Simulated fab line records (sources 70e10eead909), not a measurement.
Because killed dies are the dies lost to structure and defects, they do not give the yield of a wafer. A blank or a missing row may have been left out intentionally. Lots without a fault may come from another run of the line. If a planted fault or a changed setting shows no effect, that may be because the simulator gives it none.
The tool behind it: which one? | flow nand_harc | 14 lots with 42 wafers sampled at 5 steps, on a route of 1159 steps

WHAT THE GAUGES READ, wafer by wafer
NHARC_A_CONTACT_OVL_MEAS_09.
lot  | measured     | on         | overlay_x_nm (nm) | overlay_y_nm (nm)
L328 | day 17 02:01 | overlay-02 | 0.7 1.3 1.0       | -0.8 -0.8 -0.9
L327 | day 17 03:13 | overlay-01 | -1.0 -0.9 -1.3    | -0.6 -0.7 -0.7
L330 | day 17 07:38 | overlay-02 | -0.2 0.1 0.1      | -0.8 -1.3 -1.1
L329 | day 17 11:11 | overlay-02 | -0.9 -0.6 -1.0    | 0.9 1.0 0.7
L332 | day 17 12:50 | overlay-02 | 0.2 -0.1 0.2      | 1.4 1.5 0.8
L331 | day 18 08:44 | overlay-01 | 1.5 1.3 1.0       | 0.1 1.0 0.5
L334 | day 18 20:34 | overlay-02 | 0.3 -0.3 0.5      | 0.0 -0.8 -0.4
L341 | day 20 20:38 | overlay-02 | -0.2 -0.7 -0.3    | -1.2 -1.0 -1.2
L338 | day 20 21:45 | overlay-02 | -1.2 -0.7 -0.6    | 1.5 1.1 0.9
L342 | day 21 14:25 | overlay-02 | -2.2 -2.4 -2.0    | 1.3 0.3 0.6
L346 | day 22 07:32 | overlay-01 | -0.1 -0.3 0.0     | 0.1 -0.3 -0.3
L348 | day 22 17:31 | overlay-01 | -0.4 -0.1 0.4     | 0.3 -0.1 0.4
L349 | day 22 18:12 | overlay-02 | -0.1 -0.1 -0.4    | 0.4 1.0 0.4
L350 | day 23 06:20 | overlay-01 | 0.0 -0.1 0.1      | -0.7 0.1 -0.6

NHARC_END_SORT_01.
lot  | measured     | on        | killed_at_array | killed_at_other | killed_at_periphery | killed_dies | killed_open | killed_short
L348 | day 25 07:47 | prober-01 | 45 46 45        | 0 4 0           | 5 2 5               | 50 52 50    | 3 1 5       | 1 2 1

WHICH TOOL RAN EACH LOT (tool, then ch and the chambers of the sampled wafers, then the start)
lot  | NHARC_A_CONTACT_ETCH_132             | NHARC_A_CONTACT_DEP_85          | NHARC_A_CONTACT_SOFTBAKE_03
L328 | har_cap_etch-02 ch 0,1, day 16 21:37 | pecvd-03 ch 0,1,2, day 17 01:13 | litho_track-06 ch 0, day 17 01:00
L327 | har_cap_etch-03 ch 0,1, day 16 23:16 | pecvd-03 ch 1,2, day 17 02:25   | litho_track-04 ch 0, day 17 02:00
L330 | har_cap_etch-01 ch 0,1, day 17 03:38 | pecvd-03 ch 0,1,2, day 17 06:57 | litho_track-06 ch 0, day 17 07:00
L329 | har_cap_etch-02 ch 0,1, day 17 07:21 | pecvd-03 ch 0,2, day 17 10:30   | litho_track-04 ch 0, day 17 10:00
L332 | har_cap_etch-01 ch 0,1, day 17 08:44 | pecvd-01 ch 0,2, day 17 12:08   | litho_track-04 ch 0, day 17 12:00
L331 | har_cap_etch-02 ch 0,1, day 18 00:42 | pecvd-03 ch 0,1, day 18 08:02   | litho_track-01 ch 0, day 18 08:00
L334 | har_cap_etch-02 ch 0,1, day 18 12:55 | pecvd-04 ch 0,1,2, day 18 19:46 | litho_track-01 ch 0, day 18 20:00
L341 | har_cap_etch-01 ch 0,1, day 20 15:05 | pecvd-04 ch 0,1,2, day 20 19:52 | litho_track-04 ch 0, day 20 20:00
L338 | har_cap_etch-03 ch 0,1, day 20 16:26 | pecvd-04 ch 0,1,2, day 20 21:04 | litho_track-06 ch 0, day 20 21:00
L342 | har_cap_etch-03 ch 0,1, day 21 07:49 | pecvd-01 ch 0,2, day 21 13:35   | litho_track-06 ch 0, day 21 13:00
L346 | har_cap_etch-03 ch 0,1, day 22 03:30 | pecvd-04 ch 0,1,2, day 22 06:46 | litho_track-01 ch 0, day 22 07:00
L348 | har_cap_etch-03 ch 0,1, day 22 13:21 | pecvd-03 ch 0,1, day 22 16:44   | litho_track-04 ch 0, day 22 16:00
L349 | har_cap_etch-01 ch 0,1, day 22 13:52 | pecvd-01 ch 0,1,2, day 22 17:31 | litho_track-01 ch 0, day 22 17:00
L350 | har_cap_etch-03 ch 0,1, day 23 02:09 | pecvd-04 ch 1,2, day 23 05:34   | litho_track-01 ch 0, day 23 05:00
- NHARC_A_CONTACT_ETCH_132: etches the open film in C4F8/O2/Ar, time 156 s, target depth 958 nm.
- NHARC_A_CONTACT_DEP_85: deposits SiON, target thk 50 nm.
- NHARC_A_CONTACT_SOFTBAKE_03: time 55 s.

AS READ BY THE TOOLS THEMSELVES (means over the sampled wafers that have a number; for cases with no such wafer, the mark the record gives instead)
NHARC_A_CONTACT_DEP_85.
lot  | tool     | heater_power_w (W)
L328 | pecvd-03 | 759
L327 | pecvd-03 | 753
L330 | pecvd-03 | 712
L329 | pecvd-03 | 756
L332 | pecvd-01 | 740
L331 | pecvd-03 | 701
L334 | pecvd-04 | 720
L341 | pecvd-04 | 702
L338 | pecvd-04 | 733
L342 | pecvd-01 | 685
L346 | pecvd-04 | 742
L348 | pecvd-03 | 786
L349 | pecvd-01 | 724
L350 | pecvd-04 | 770

NHARC_A_CONTACT_SOFTBAKE_03.
lot  | tool           | heater_power_total_W (W)
L328 | litho_track-06 | 188.39
L327 | litho_track-04 | 188.42
L330 | litho_track-06 | 188.62
L329 | litho_track-04 | 188.37
L332 | litho_track-04 | 188.57
L331 | litho_track-01 | 188.47
L334 | litho_track-01 | 188.55
L341 | litho_track-04 | 188.51
L338 | litho_track-06 | 185.55
L342 | litho_track-06 | 185.51
L346 | litho_track-01 | 188.64
L348 | litho_track-04 | 188.46
L349 | litho_track-01 | 188.37
L350 | litho_track-01 | 188.53

THE ANSWER, worked out from the rows above alone
Rule: what is usual is taken from the lots themselves. The widest of any qualifying gaps counts: lots, ordered by their means at a reading, are off when they make up no more than a third of the lots, leave a main group of 4 or more, and stand apart from it by 3 or more times the standard deviation of that group's means. A main group whose means are all the same, to the digits that the tables above print for the reading, isn't used. Also off: a lot with no number at a reading for which 4 or more lots have one. All remaining lots with rows at the step are treated as sound. First the gauges in route order, then the tools' own readings, where a lot's mean is used as printed above. At the first step where some lot is off, the reading lying furthest off is the one used; lots without a number count as furthest.
Off: L338, L342 (NHARC_A_CONTACT_SOFTBAKE_03, heater_power_total_W). The main group has a mean of 188.49 W with a standard deviation of 0.09.
If a tool, at that step or one of the process steps before it, ran each lot that is off and ran no sound lot following the first of them, it fits. One candidate fits, namely litho_track-06 at NHARC_A_CONTACT_SOFTBAKE_03. Its last sound lot is L330 (day 17 07:00), its first lot that is off L338 (day 20 21:00): a fault that began between those two fits.
On the lots that are off, the tool's own readings at NHARC_A_CONTACT_SOFTBAKE_03 differ by more than 5 times the standard deviation of the sound lots' means, which bears it out; heater_power_total_W reads 185.53 W there versus 188.49 W on the sound lots.

WHAT WAS PUT IN BY THE SIMULATOR
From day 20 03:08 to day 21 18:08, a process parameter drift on litho_track-06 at NHARC_A_CONTACT_SOFTBAKE_03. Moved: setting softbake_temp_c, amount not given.
Lots struck among those shown: L338, L342. The rule above reached the same finding.
